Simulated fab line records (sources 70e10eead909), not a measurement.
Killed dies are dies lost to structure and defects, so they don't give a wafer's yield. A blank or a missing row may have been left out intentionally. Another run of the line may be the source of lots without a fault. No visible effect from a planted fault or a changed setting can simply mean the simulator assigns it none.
Matching of chambers | flow nand-harc | NHARC_A_BLC_ALD_23 on ald-metal-03: 4 sister chambers
The step deposits TiN, target thk 3 nm, pulse time 1 s, ald cycles 150. 8 wafers are shown with their chamber, then 12 later ones without.

== WAFERS, EACH WITH ITS CHAMBER ==
wafer  | chamber | heater-power-w (W) | precursor-pulse-height-rel
L080.2 | 1       | 1146               | 1.002
L080.4 | 0       | 1030               | 1.008
L081.4 | 0       | 1013               | 0.989
L087.5 | 1       | 1153               | 0.984
L086.1 | 3       | 1017               | 1.021
L085.2 | 2       | 1031               | 1.017
L085.3 | 3       | 978                | 1.003
L085.5 | 2       | 1055               | 0.977

== WAFERS MISSING THEIR CHAMBER ==
wafer  | heater-power-w (W) | precursor-pulse-height-rel
L089.2 | 1044               | 1.011
L089.5 | 1047               | 0.999
L089.6 | 977                | 0.983
L091.2 | 998                | 0.971
L091.4 | 1044               | 1.036
L091.6 | 998                | 1.009
L094.2 | 1058               | 0.992
L094.5 | 1046               | 1.009
L094.6 | 1003               | 0.985
L097.3 | 1069               | 0.976
L097.4 | 1030               | 1.004
L097.6 | 1152               | 0.985

== THE CHAMBER EACH PASSED THROUGH ==
wafer  | from the rows above          | in truth
L089.2 | can't be placed: 2 or 0 or 3 | 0
L089.5 | can't be placed: 2 or 0      | 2
L089.6 | can't be placed: 3 or 0 or 2 | 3
L091.2 | can't be placed: 0 or 3 or 2 | 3
L091.4 | can't be placed: 2 or 0 or 3 | 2
L091.6 | can't be placed: 3 or 0      | 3
L094.2 | can't be placed: 2 or 0      | 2
L094.5 | can't be placed: 2 or 0      | 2
L094.6 | can't be placed: 0 or 3 or 2 | 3
L097.3 | can't be placed: 2 or 0      | 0
L097.4 | can't be placed: 0 or 2 or 3 | 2
L097.6 | 1                            | 1
Correct placement for 1 of the 12. These rows do not allow placing 11 (true chamber among the candidates in 11). Placed wrongly: 0.
How it was worked out, from the rows above alone: a wafer's distance from a chamber is the root of the sum, over the readings, of the square of ((its reading less the chamber's mean) divided by the reading's scatter). If the next closest chamber is less than 2 further off than the closest, the wafer can't be placed; otherwise it belongs to the closest. For every chamber, the mean is computed from those of its wafers that are shown. The scatter is the square root of a quotient: the sum, over the shown wafers, of each reading's squared deviation from its chamber's mean, divided by wafers minus chambers.
